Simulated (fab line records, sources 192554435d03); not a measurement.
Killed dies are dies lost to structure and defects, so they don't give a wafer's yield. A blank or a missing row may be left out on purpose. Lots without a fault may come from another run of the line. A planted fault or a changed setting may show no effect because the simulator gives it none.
Which tool did it? | flow n5_finfet | 10 lots, 28 wafers sampled, at 2 steps of a route of 1938

WHAT THE GAUGES READ, wafer by wafer
N5_BEOL_M1_OVL_MEAS_29.
lot  | measured     | on         | V0_OVL (nm)
L947 | day 6 06:00  | overlay-02 | 0.9 -0.6
L949 | day 6 12:19  | overlay-02 | -0.3 -0.4 -0.2
L953 | day 7 11:08  | overlay-01 | 1.5 -0.1 -0.2
L954 | day 7 23:43  | overlay-02 | 0.4 0.3 -0.2
L955 | day 8 00:08  | overlay-02 | -1.6 -0.5 -1.1
L960 | day 9 17:26  | overlay-02 | 0.0 0.0 -0.4
L964 | day 10 08:31 | overlay-02 | -0.3 -0.4
L968 | day 11 10:21 | overlay-02 | 0.8 0.2 0.0
L969 | day 11 22:04 | overlay-01 | 1.2 0.9 0.4
L970 | day 12 01:28 | overlay-01 | 0.1 0.0 -0.3

WHICH TOOL RAN EACH LOT (tool, then ch and the chambers of the sampled wafers, then the start)
lot  | N5_BEOL_M1_STRIP_66
L947 | rie_diel-03 ch 0,1, day 6 05:19
L949 | rie_diel-02 ch 0,1,2, day 6 11:44
L953 | rie_diel-02 ch 0,1,2, day 7 10:25
L954 | rie_diel-02 ch 0,1,2, day 7 22:53
L955 | rie_diel-01 ch 1,2,3, day 7 23:26
L960 | rie_diel-02 ch 0,2,3, day 9 16:49
L964 | rie_diel-02 ch 2,3, day 10 07:47
L968 | rie_diel-01 ch 0,1, day 11 09:31
L969 | rie_diel-03 ch 0,3, day 11 21:20
L970 | rie_diel-03 ch 0,1,2, day 12 00:37
- N5_BEOL_M1_STRIP_66: strips in CF4.

THE ANSWER, worked out from the rows above alone
Rule: what is usual is taken from the lots themselves. Put in order of their means at a reading, lots are off if they are a third of the lots or fewer, leave a main group of 4 or more, and stand apart from it by a gap of 3 or more times the standard deviation of the main group's means; of several such gaps the widest counts. A main group whose means are all the same, to the digits that the tables above print for the reading, isn't used. A lot without any number at a reading at which 4 lots or more have one is off too. The other lots that the step has rows for count as sound.
No lot is off at any reading shown: from this, nothing can be told.

WHAT THE SIMULATOR HAD PUT IN
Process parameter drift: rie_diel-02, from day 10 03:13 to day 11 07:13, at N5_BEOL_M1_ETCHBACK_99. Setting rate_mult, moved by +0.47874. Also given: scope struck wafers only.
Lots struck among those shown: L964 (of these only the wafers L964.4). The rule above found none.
